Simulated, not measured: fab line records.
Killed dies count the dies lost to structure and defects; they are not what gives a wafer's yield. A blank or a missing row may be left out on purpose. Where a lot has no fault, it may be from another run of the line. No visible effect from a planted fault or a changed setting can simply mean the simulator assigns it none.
fab line records	flow n5_finfet
record: lots: 12	wafers: 36	last_day: 19
route steps=1938 shown BEOL_M11@1593 PASSIVATION@1905
lots that met no fault: taken from a fault-free run of the same line
start_h: hours from the record's first day to the start of the lot's first wafer shown	wait_h: hours from the lot's prior step to this one	" unchanged from the row above	L1.1+2: a single row standing in for several wafers	- no value present, or no start provided	* or withheld: withheld	< > ~ a bound
route shown NAME@n: names a module that has steps shown in the file, with the first one's number in the route	usual: mean/standard deviation taken from wafers without a fault	same: alike in all rows	chamber/n: place in a boat	sites: per-site readings	_std_site: the values' standard deviation	_edge_site: mean of outer sites minus mean of inner sites	radius_mm: how far each site lies from the wafer's centre	mask NAME#n: copy n	behind: tool/chamber where the wafer was last shaped	hold: reason for holding the lot/hours on hold/outcome of the hold	device: the n, p or np transistor that did not switch	end of line: at the end of the route, the tests of the same wafers	a step given without rows: its recipe and nothing more	killed: dies that structure and defects cost at the first sort, which is not the same as the wafer's yield	map: a wafer's dies, marking killed ones x, the rest . and places with no die _
set.NAME: the run value of the setting; set.NAME@STEP: its run value at that earlier step	model.NAME: the simulator's own value behind a step, which no gauge read
steps of the route over a sample of lots; a table a step, a row a wafer
services: from which hour (start_h, from the record's first day; less than 0 if before it) a tool's chamber was out of use, for how many hours, and why
== steps ==
step: N5_BEOL_M11_SPUTTER_48
recipe: material: Cu	target_thk_a: 120	temp_c: -20	bias_v: 60	power_w: 26000	chamber_pressure_pa: 0.13	time_s: 2
usual: bias_v: 60.0/0.56	throttle_valve_pct: 30.5/0.77
lot.wafer	tool	chamber	start_h	wait_h	bias_v	throttle_valve_pct
L353.1	pvd_sputter-01	-	272.86	0.1	59.8	31.3
L353.5	"	-	"	"	59.3	31.2
L353.6	"	-	"	"	60.5	31.5
L356.2	pvd_sputter-03	-	317.35	0.2	59.3	29.8
L356.3	"	-	"	"	60.3	30.0
L356.6	"	-	"	"	60.0	30.5
L361.1	pvd_sputter-01	-	326.73	0.1	60.3	31.7
L361.4	"	-	"	"	59.2	31.2
L361.5	"	-	"	"	60.7	31.4
L362.1	pvd_sputter-01	-	352.02	0.1	59.5	29.2
L362.3	"	-	"	"	60.1	31.2
L362.5	"	-	"	"	60.2	31.3
L365.2	pvd_sputter-02	-	375.41	0.1	59.1	30.1
L365.4	"	-	"	"	58.5	29.7
L365.6	"	-	"	"	59.4	31.6
L368.1	pvd_sputter-02	-	385.07	0.3	59.8	29.4
L368.4	"	-	"	"	60.1	30.3
L368.6	"	-	"	"	59.2	31.7
L364.3	pvd_sputter-01	-	387.11	0.1	60.0	31.3
L364.4	"	-	"	"	60.9	31.4
L364.5	"	-	"	"	61.3	31.3
L367.2	pvd_sputter-03	-	388.10	0.2	59.4	29.7
L367.3	"	-	"	"	59.6	30.2
L367.5	"	-	"	"	60.3	29.9
L371.1	pvd_sputter-03	-	390.85	0.1	59.2	30.5
L371.2	"	-	"	"	59.0	30.2
L371.4	"	-	"	"	60.5	29.7
L372.2	pvd_sputter-02	-	412.18	0.1	60.1	30.4
L372.3	"	-	"	"	60.4	30.1
L372.6	"	-	"	"	59.4	29.6
L373.2	pvd_sputter-02	-	427.46	0.2	60.5	29.3
L373.5	"	-	"	"	60.3	30.5
L373.6	"	-	"	"	60.0	29.7
L375.2	pvd_sputter-02	-	428.16	0.1	59.4	30.3
L375.3	"	-	"	"	60.4	30.3
L375.5	"	-	"	"	59.6	30.3
step: N5_PASSIVATION_CD_MEAS_30
recipe: target_cd_nm: 4000	landing_energy_ev: 500	detector: se_inlens	polarity: opening
usual: cd_nm: 3999.7/1.6
lot.wafer	tool	chamber	start_h	wait_h	cd_nm
L353.1	cd_sem-03	0	309.63	-	4000.9
L353.5	"	0	"	"	4001.1
L353.6	"	0	"	"	4000.3
L356.2	cd_sem-03	0	351.85	-	3999.6
L356.3	"	0	"	"	3999.7
L356.6	"	0	"	"	3998.7
L361.1	cd_sem-02	0	368.85	-	4001.6
L361.4	"	0	"	"	4002.3
L361.5	"	0	"	"	4001.9
L362.1	cd_sem-02	0	396.40	-	3998.6
L362.3	"	0	"	"	3997.9
L362.5	"	0	"	"	3998.5
L365.2	cd_sem-03	0	409.43	-	4001.8
L365.4	"	0	"	"	4001.3
L365.6	"	0	"	"	4002.1
L368.1	cd_sem-01	0	424.51	-	3998.4
L368.4	"	0	"	"	3997.9
L368.6	"	0	"	"	3996.9
L364.3	cd_sem-02	0	427.07	-	3997.9
L364.4	"	0	"	"	3999.4
L364.5	"	0	"	"	4000.1
L367.2	cd_sem-03	0	427.54	-	3999.6
L367.3	"	0	"	"	3997.5
L367.5	"	0	"	"	3997.5
L371.1	cd_sem-02	0	432.01	-	3999.4
L371.2	"	0	"	"	4000.0
L371.4	"	0	"	"	3997.4
L372.2	cd_sem-01	0	447.83	-	3996.6
L372.3	"	0	"	"	3998.5
L372.6	"	0	"	"	3998.4
L373.2	cd_sem-03	0	456.96	-	3997.7
L373.5	"	0	"	"	3997.7
L373.6	"	0	"	"	3998.0
L375.2	cd_sem-03	0	459.26	-	4002.2
L375.3	"	0	"	"	4000.6
L375.5	"	0	"	"	3999.1
step: N5_PASSIVATION_PASS_ETCH_47
recipe: chemistry: CF4/O2	target: SiNx	target_depth_a: 7700	time_s: 385	ion_energy_ev: 100	pressure_mtorr: 40	source_w: 535	bias_w: 49	Ar_flow_sccm: 100	cf4_flow_sccm: 100	O2_flow_sccm: 10
usual: drypump_motor_current_A: 5.8/0.53	oes_ar_750_au: 0.83/0.078	oes_product_au: 0.83/0.082	rf_fwd_power_W: 533.8/1.5	rf_vpp_V: 241/3.2	showerhead_plenum_p_Torr: 2.22/0.069	throttle_valve_pct: 15.81/0.26
lot.wafer	tool	chamber	start_h	wait_h	drypump_motor_current_A	oes_ar_750_au	oes_product_au	rf_fwd_power_W	rf_hours_counter_h	rf_vpp_V	showerhead_plenum_p_Torr	throttle_valve_pct
L353.1	rie_diel-04	0	311.62	0.0	5.7	0.69	0.69	533.9	245	242	2.09	16.20
L353.5	"	2	"	"	5.3	0.97	0.96	533.1	-	243	2.34	15.75
L353.6	"	3	"	"	6.0	0.70	0.69	534.2	-	240	2.27	15.89
L356.2	rie_diel-01	0	354.76	0.0	6.0	0.81	0.80	533.6	80	238	2.14	15.76
L356.3	"	2	"	"	5.2	0.79	0.79	534.8	122	237	2.22	16.11
L356.6	"	0	"	"	6.0	0.80	0.80	534.2	-	235	2.14	15.74
L361.1	rie_diel-01	2	370.77	0.0	5.2	0.78	0.79	532.6	126	237	2.22	16.12
L361.4	"	1	"	"	6.5	0.85	0.85	531.3	61	240	2.16	15.64
L361.5	"	0	"	"	6.0	0.80	0.80	534.0	-	235	2.14	15.77
L362.1	rie_diel-04	1	398.29	0.0	6.2	0.73	0.72	538.2	189	241	2.19	16.33
L362.3	"	0	"	"	5.8	0.90	0.91	534.8	20	246	2.34	15.74
L362.5	"	2	"	"	5.3	0.89	0.90	532.8	-	244	2.33	15.82
L365.2	rie_diel-03	1	411.55	0.0	4.9	0.78	0.79	531.1	139	238	2.30	16.03
L365.4	"	1	"	"	4.9	0.78	0.78	533.4	-	236	2.30	16.02
L365.6	"	2	"	"	6.5	0.86	0.85	533.4	-	243	2.24	15.70
L368.1	rie_diel-03	3	426.81	0.0	6.3	0.94	0.95	534.6	5	239	2.17	15.38
L368.4	"	0	"	"	5.2	0.98	1.00	535.1	0	241	2.17	15.25
L368.6	"	1	"	"	4.9	0.78	0.78	529.9	-	239	2.29	16.05
L364.3	rie_diel-01	1	428.95	0.0	6.5	0.82	0.83	533.9	82	237	2.15	15.66
L364.4	"	2	"	"	5.2	0.77	0.76	531.0	150	237	2.21	16.16
L364.5	"	3	"	"	5.7	0.91	0.92	536.6	-	243	2.16	15.76
L367.2	rie_diel-04	3	429.65	0.0	5.9	0.89	0.87	535.6	36	237	2.25	15.50
L367.3	"	0	"	"	5.8	0.88	0.88	533.3	32	247	2.33	15.76
L367.5	"	2	"	"	5.3	0.86	0.87	532.9	-	245	2.33	15.86
L371.1	rie_diel-04	3	434.50	0.0	6.0	0.87	0.87	537.7	37	238	2.25	15.51
L371.2	"	1	"	"	6.2	0.73	0.72	534.9	204	242	2.19	16.36
L371.4	"	2	"	"	5.3	0.87	0.88	535.5	55	244	2.33	15.86
L372.2	rie_diel-03	1	450.04	0.0	4.9	0.77	0.77	533.5	152	238	2.29	16.04
L372.3	"	3	"	"	6.3	0.92	0.93	532.6	11	241	2.17	15.39
L372.6	"	3	"	"	6.3	0.92	0.93	533.1	-	240	2.17	15.39
L373.2	rie_diel-03	1	459.82	0.0	4.9	0.76	0.77	532.5	155	238	2.29	16.08
L373.5	"	0	"	"	5.2	0.93	0.93	533.1	-	240	2.17	15.28
L373.6	"	3	"	"	6.3	0.91	0.92	536.1	-	240	2.17	15.40
L375.2	rie_diel-04	3	461.69	0.0	6.0	0.86	0.86	535.8	47	237	2.25	15.51
L375.3	"	0	"	"	5.7	0.86	0.86	535.4	44	245	2.33	15.80
L375.5	"	2	"	"	5.3	0.86	0.86	532.6	-	243	2.32	15.87
step: N5_PASSIVATION_PROBE_49
usual: defect_limited_yield: 91.2/1.4	killed_at_M0_to_M3: 36/11	killed_at_M4_up: 14/5.6	killed_at_contacts: 12/5.9	killed_at_front_end: 38/13	killed_at_other: 3.5/2.7	killed_dies: 104/17	killed_on_rim: 14/3.9	killed_open: 68/12	killed_short: 34/8.2	sort_bin_5_function: 5.1/0.95	sort_bin_6_memory: 3.3/0.7	sort_n_pass: 1076/17	sort_yield_pct: 91.2/1.4
same: gross_dies: 1180	killed_at_back_side: 0	sort_bin_4_leakage[%]: 0	sort_bin_8_speed[%]: 0
lot.wafer	tool	chamber	start_h	wait_h	defect_limited_yield[%]	killed_at_M0_to_M3	killed_at_M4_up	killed_at_contacts	killed_at_front_end	killed_at_other	killed_dies	killed_on_rim	killed_open	killed_short	sort_bin_5_function[%]	sort_bin_6_memory[%]	sort_n_pass	sort_yield_pct[%]
L356.2	prober-02	-	357.82	0.1	89.2	34	24	9	57	3	127	15	87	40	6.5	3.9	1053	89.2
L356.3	prober-02	-	357.87	0.1	90.6	22	26	15	42	6	111	15	76	33	5.6	3.6	1069	90.6
L356.6	prober-02	-	358.02	0.3	90.6	31	18	10	45	7	111	15	73	36	5.1	4.1	1069	90.6
L362.1	prober-01	-	401.29	0.0	92.5	26	14	5	40	3	88	11	56	28	3.9	3.5	1092	92.5
L362.3	prober-01	-	401.39	0.1	91.6	32	15	6	43	3	99	13	61	35	4.7	3.3	1081	91.6
L362.5	prober-01	-	401.49	0.2	91.9	24	14	8	45	4	95	7	53	39	4.2	3.4	1085	91.9
L368.1	prober-01	-	429.83	0.0	92.7	25	10	7	42	2	86	9	46	37	3.5	3.3	1094	92.7
L368.4	prober-01	-	429.98	0.2	92.9	27	11	5	40	1	84	12	61	18	3.8	3.0	1096	92.9
L368.6	prober-01	-	430.08	0.3	92.2	22	9	9	45	7	92	14	58	32	4.7	2.8	1088	92.2
L364.3	prober-01	-	432.05	0.1	86.6	32	63	18	43	2	158	24	67	37	7.6	4.1	1022	86.6
L364.4	prober-01	-	432.10	0.2	86.2	35	85	10	31	2	163	25	56	27	8.7	3.0	1017	86.2
L364.5	prober-01	-	432.15	0.2	84.9	32	102	4	32	8	178	28	65	29	9.9	3.8	1002	84.9
L367.2	prober-02	-	432.71	0.1	88.3	48	18	9	57	6	138	19	73	62	6.5	4.5	1042	88.3
L367.3	prober-02	-	432.76	0.1	90.5	47	12	16	29	8	112	17	75	34	5.9	3.2	1068	90.5
L367.5	prober-02	-	432.86	0.2	91.1	37	13	18	31	6	105	13	69	35	4.9	3.6	1075	91.1
killed by level:class
L356.2 STI_FIN_REVEAL:geometric_particle:open=16 BEOL_M4:geometric_particle:open=15 FIN_SAQP:geometric_particle:open=11 MOL_CONTACT_COAG:geometric_particle:open=8 BEOL_M3:geometric_particle:open=8 GATE_CUT:geometric_particle:short=7 BEOL_M0_SAQP:geometric_particle:short=6 BEOL_M1:geometric_particle:open=6
L356.3 BEOL_M4:geometric_particle:open=14 FIN_SAQP:geometric_particle:open=11 MOL_CONTACT_COAG:geometric_particle:open=9 DUMMY_GATE:geometric_particle:open=6 BEOL_M0_SAQP:geometric_particle:open=6 FIN_SAQP:geometric_particle:short=5 MOL_CONTACT_COAG:geometric_particle:short=5 BEOL_M0_SAQP:geometric_particle:short=5
L356.6 STI_FIN_REVEAL:geometric_particle:open=16 MOL_CONTACT_COAG:geometric_particle:open=8 FIN_SAQP:geometric_particle:open=7 BEOL_M0_SAQP:geometric_particle:short=7 BEOL_M0_SAQP:geometric_particle:open=7 BEOL_M3:geometric_particle:open=6 FIN_SAQP:geometric_particle:short=5 ILD0:geometric_particle:open=5
L362.1 DUMMY_GATE:geometric_particle:open=9 BEOL_M0_SAQP:geometric_particle:open=8 FIN_SAQP:geometric_particle:open=6 GATE_CUT:geometric_particle:short=6 MOL_CONTACT_COAG:geometric_particle:open=5 BEOL_M3:geometric_particle:open=5 STARTING-WAFER:geometric_particle:short=5 BEOL_M1:geometric_particle:open=4
L362.3 BEOL_M2:geometric_particle:open=12 FIN_SAQP:geometric_particle:short=8 BEOL_M4:geometric_particle:open=7 GATE_CUT:geometric_particle:short=6 MOL_CONTACT_COAG:geometric_particle:open=6 DUMMY_GATE:geometric_particle:open=5 BEOL_M1:geometric_particle:open=5 BEOL_M3:geometric_particle:short=5
L362.5 FIN_SAQP:geometric_particle:short=9 GATE_CUT:geometric_particle:short=8 MOL_CONTACT_COAG:geometric_particle:open=7 DUMMY_GATE:geometric_particle:open=5 BEOL_M1:geometric_particle:open=5 BEOL_M4:geometric_particle:open=5 STARTING-WAFER:geometric_particle:open=5 ILD0:geometric_particle:open=4
L368.1 BEOL_M2:geometric_particle:open=9 FIN_SAQP:geometric_particle:open=8 GATE_CUT:geometric_particle:short=6 STARTING-WAFER:geometric_particle:short=6 MOL_CONTACT_COAG:geometric_particle:open=5 BEOL_M0_SAQP:geometric_particle:short=5 FIN_SAQP:geometric_particle:short=4 ILD0:geometric_particle:short=3
L368.4 FIN_SAQP:geometric_particle:open=18 DUMMY_GATE:geometric_particle:open=6 BEOL_M2:geometric_particle:open=6 BEOL_M1:geometric_particle:open=6 BEOL_M0_SAQP:geometric_particle:open=5 BEOL_M3:geometric_particle:open=5 FIN_SAQP:geometric_particle:short=3 MOL_CONTACT_COAG:geometric_particle:open=3
L368.6 FIN_SAQP:geometric_particle:open=12 FIN_SAQP:geometric_particle:short=9 BEOL_M1:geometric_particle:open=6 MOL_CONTACT_COAG:geometric_particle:open=5 BEOL_M2:geometric_particle:open=5 STI_FIN_REVEAL:geometric_particle:open=4 MOL_CONTACT_COAG:geometric_particle:short=4 BEOL_M0_SAQP:geometric_particle:short=4
L364.3 BEOL_M11:unspecified=52 MOL_CONTACT_COAG:geometric_particle:open=15 STI_FIN_REVEAL:geometric_particle:open=13 FIN_SAQP:geometric_particle:short=6 BEOL_M0_SAQP:geometric_particle:open=6 BEOL_M3:geometric_particle:open=6 BEOL_M5:geometric_particle:short=5 BEOL_M2:geometric_particle:open=5
L364.4 BEOL_M11:unspecified=76 STI_FIN_REVEAL:geometric_particle:open=11 BEOL_M3:geometric_particle:open=10 MOL_CONTACT_COAG:geometric_particle:open=7 BEOL_M2:geometric_particle:open=6 DUMMY_GATE:geometric_particle:open=5 BEOL_M0_SAQP:geometric_particle:short=5 BEOL_M3:geometric_particle:short=5
L364.5 BEOL_M11:unspecified=83 STI_FIN_REVEAL:geometric_particle:open=10 BEOL_M2:geometric_particle:open=10 BEOL_M4:geometric_particle:open=8 BEOL_M0_SAQP:geometric_particle:short=7 FIN_SAQP:geometric_particle:open=5 BEOL_M3:geometric_particle:open=5 GATE_CUT:geometric_particle:short=4
L367.2 FIN_SAQP:geometric_particle:short=20 STI_FIN_REVEAL:geometric_particle:open=15 BEOL_M0_SAQP:geometric_particle:open=13 BEOL_M1:geometric_particle:open=11 BEOL_M0_SAQP:geometric_particle:short=8 BEOL_M1:geometric_particle:short=7 MOL_CONTACT_COAG:geometric_particle:short=6 ILD0:geometric_particle:short=6
L367.3 MOL_CONTACT_COAG:geometric_particle:open=13 BEOL_M1:geometric_particle:open=10 BEOL_M2:geometric_particle:open=10 BEOL_M0_SAQP:geometric_particle:short=9 FIN_SAQP:geometric_particle:open=8 BEOL_M0_SAQP:geometric_particle:open=7 BEOL_M3:geometric_particle:open=6 DUMMY_GATE:geometric_particle:open=5
L367.5 MOL_CONTACT_COAG:geometric_particle:open=13 BEOL_M0_SAQP:geometric_particle:short=9 BEOL_M1:geometric_particle:open=8 FIN_SAQP:geometric_particle:open=7 BEOL_M0_SAQP:geometric_particle:open=7 DUMMY_GATE:geometric_particle:open=6 MOL_CONTACT_COAG:geometric_particle:short=5 BEOL_M2:geometric_particle:open=5
== services ==
tool	chamber	start_h	hours	kind
rie_diel-04	2	273.86	-	clean
rie_diel-04	2	273.86	-	consumable_replace:focus_ring
rie_diel-04	2	273.86	-	consumable_replace:showerhead
rie_diel-04	2	273.86	18.4	scheduled_down
rie_diel-04	2	273.86	18.4	vent_cycle
rie_diel-04	0	276.34	24.4	repair
rie_diel-04	3	315.93	-	clean
rie_diel-04	3	315.93	-	consumable_replace:focus_ring
rie_diel-04	3	315.93	15.1	scheduled_down
rie_diel-04	3	315.93	15.1	vent_cycle
rie_diel-01	0	320.42	4.8	repair
rie_diel-04	0	331.01	-	clean
rie_diel-04	0	331.01	-	consumable_replace:focus_ring
rie_diel-04	0	331.01	-	consumable_replace:showerhead
rie_diel-04	0	331.01	20.4	scheduled_down
rie_diel-04	0	331.01	20.4	vent_cycle
pvd_sputter-03	-	347.98	6.3	repair
rie_diel-01	-	351.87	2.8	pm
pvd_sputter-02	-	357.28	0.6	repair
rie_diel-03	3	381.15	-	clean
rie_diel-03	3	381.15	-	consumable_replace:focus_ring
rie_diel-03	3	381.15	31.9	scheduled_down
rie_diel-03	3	381.15	31.9	vent_cycle
rie_diel-03	0	413.15	-	clean
== key ==
first_sign: step: N5_PASSIVATION_PROBE_49	reading: killed_at_M4_up	direction: up	sigmas: 12	usual: 14	struck: 83
effect: step: N5_PASSIVATION_PROBE_49	reading: killed_dies	direction: up	sigmas: 3.7	usual: 104	struck: 166
more_kills_born_at: N5_BEOL_M11_SPUTTER_48@pvd_sputter-01: 211
met_at N5_BEOL_M11_SPUTTER_48
struck_lots L364
not_acting_at N5_PASSIVATION_CD_MEAS_30,N5_PASSIVATION_PASS_ETCH_47
onset_between 352.02 387.11
earlier_fault: kind: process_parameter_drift	tool: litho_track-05	chamber: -	onset_h: 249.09	steps: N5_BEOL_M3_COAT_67	channel: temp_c	offset: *	shape: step	acts_in: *	stated: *
fault: kind: chamber_particle_source	tool: pvd_sputter-01	chamber: -	onset_h: 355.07	steps: N5_BEOL_M11_SPUTTER_48	rate_per_visit_cm2: 0.6666
